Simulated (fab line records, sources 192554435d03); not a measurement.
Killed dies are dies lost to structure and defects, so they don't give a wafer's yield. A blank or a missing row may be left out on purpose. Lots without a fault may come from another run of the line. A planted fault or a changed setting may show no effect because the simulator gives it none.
Chamber matching | flow n5_finfet | N5_DUMMY_GATE_ETCH_23 on rie_si-01: 4 sister chambers
The step etches poly-Si in HBr/Cl2/O2, target depth 41 nm, time 22.3 s. 14 wafers are shown with their chamber, then 7 later ones without.

WAFERS WITH THEIR CHAMBER
wafer  | chamber | throttle_valve_pct (%) | oes_product_au (a.u.) | he_backside_leak_sccm (sccm)
L075.2 | 0       | 37.13                  | 0.959                 | 2.7
L075.4 | 2       | 36.78                  | 0.998                 | 2.5
L075.6 | 1       | 37.09                  | 0.990                 | 3.0
L080.1 | 3       | 36.86                  | 0.966                 | 2.8
L080.3 | 2       | 36.78                  | 1.013                 | 2.2
L080.6 | 2       | 36.78                  | 1.002                 | 2.2
L083.1 | 3       | 36.86                  | 0.951                 | 2.8
L083.5 | 3       | 36.86                  | 0.958                 | 2.6
L083.6 | 0       | 37.13                  | 0.981                 | 2.5
L085.1 | 2       | 36.77                  | 1.009                 | 2.4
L085.2 | 3       | 36.86                  | 0.963                 | 2.8
L085.6 | 2       | 36.77                  | 1.000                 | 2.3
L086.3 | 1       | 37.10                  | 0.985                 | 3.1
L086.4 | 0       | 37.12                  | 0.967                 | 2.7

SIGNATURES (means of the wafers above)
reading               | chamber 0 | chamber 1 | chamber 2 | chamber 3 | scatter within a chamber
throttle_valve_pct    | 37.1267   | 37.0950   | 36.7760   | 36.8600   | 0.00486
oes_product_au        | 0.96900   | 0.98750   | 1.00440   | 0.95950   | 0.00742
he_backside_leak_sccm | 2.633     | 3.050     | 2.320     | 2.750     | 0.114
Rule: a wafer's distance from a chamber is the root of the sum, over the readings, of the square of ((its reading less the chamber's mean) divided by the reading's scatter). The wafer belongs to the nearest chamber; if the next one is less than 2 further off, it can't be placed. The scatter: the root of (the sum of the squares of (reading less its chamber's mean) over the shown wafers, divided by (wafers less chambers)).

WAFERS WITHOUT THEIR CHAMBER
wafer  | throttle_valve_pct (%) | oes_product_au (a.u.) | he_backside_leak_sccm (sccm)
L086.5 | 37.09                  | 0.994                 | 3.1
L087.3 | 36.77                  | 1.009                 | 2.3
L087.5 | 37.09                  | 0.985                 | 3.2
L087.6 | 36.76                  | 1.004                 | 2.3
L095.2 | 37.11                  | 0.993                 | 3.2
L095.3 | 36.78                  | 1.022                 | 2.4
L095.5 | 37.13                  | 0.964                 | 2.5

WHICH CHAMBER EACH WENT THROUGH
wafer  | from the rows above | in truth
L086.5 | 1                   | 1
L087.3 | 2                   | 2
L087.5 | 1                   | 1
L087.6 | 2                   | 2
L095.2 | 1                   | 1
L095.3 | 2                   | 2
L095.5 | 0                   | 0
Placed correctly: 7 of 7. Can't be placed from these rows: 0. Placed wrongly: 0.
